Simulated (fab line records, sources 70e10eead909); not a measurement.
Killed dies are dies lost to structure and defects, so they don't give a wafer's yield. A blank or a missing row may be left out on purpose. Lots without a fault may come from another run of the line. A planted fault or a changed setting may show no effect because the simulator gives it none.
Chamber matching | flow nand_harc | NHARC_A_STAIRCASE_DEP_280 on pecvd-02: 3 sister chambers
The step deposits SiON, target thk 30 nm. 3 wafers are shown with their chamber, then 9 later ones without.

WAFERS WITH THEIR CHAMBER
wafer  | chamber | showerhead_vpp_V (V)
L089.2 | 0       | 1060
L088.4 | 2       | 1172
L088.6 | 1       | 1091

WAFERS WITHOUT THEIR CHAMBER
wafer  | showerhead_vpp_V (V)
L091.1 | 1170
L091.3 | 1078
L091.4 | 1075
L092.2 | 1083
L092.3 | 1151
L092.4 | 1093
L094.1 | 1154
L094.4 | 1081
L094.6 | 1151

WHICH CHAMBER EACH WENT THROUGH
wafer  | from the rows above     | in truth
L091.1 | 2                       | 2
L091.3 | can't be placed: 1 or 0 | 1
L091.4 | can't be placed: 0 or 1 | 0
L092.2 | can't be placed: 1 or 0 | 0
L092.3 | 2                       | 2
L092.4 | 1                       | 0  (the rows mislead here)
L094.1 | 2                       | 2
L094.4 | can't be placed: 1 or 0 | 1
L094.6 | 2                       | 2
Placed correctly: 4 of 9. Can't be placed from these rows: 4 (the true chamber is among the candidates in 4). Placed wrongly: 1.
How it was worked out, from the rows above alone: a wafer's distance from a chamber is the root of the sum, over the readings, of the square of ((its reading less the chamber's mean) divided by the reading's scatter). The wafer belongs to the nearest chamber; if the next one is less than 2 further off, it can't be placed. A chamber's mean is the mean of its shown wafers. The scatter: with one shown wafer a chamber, the root of the mean of the squares of how far each hidden wafer lies from its nearest shown one.
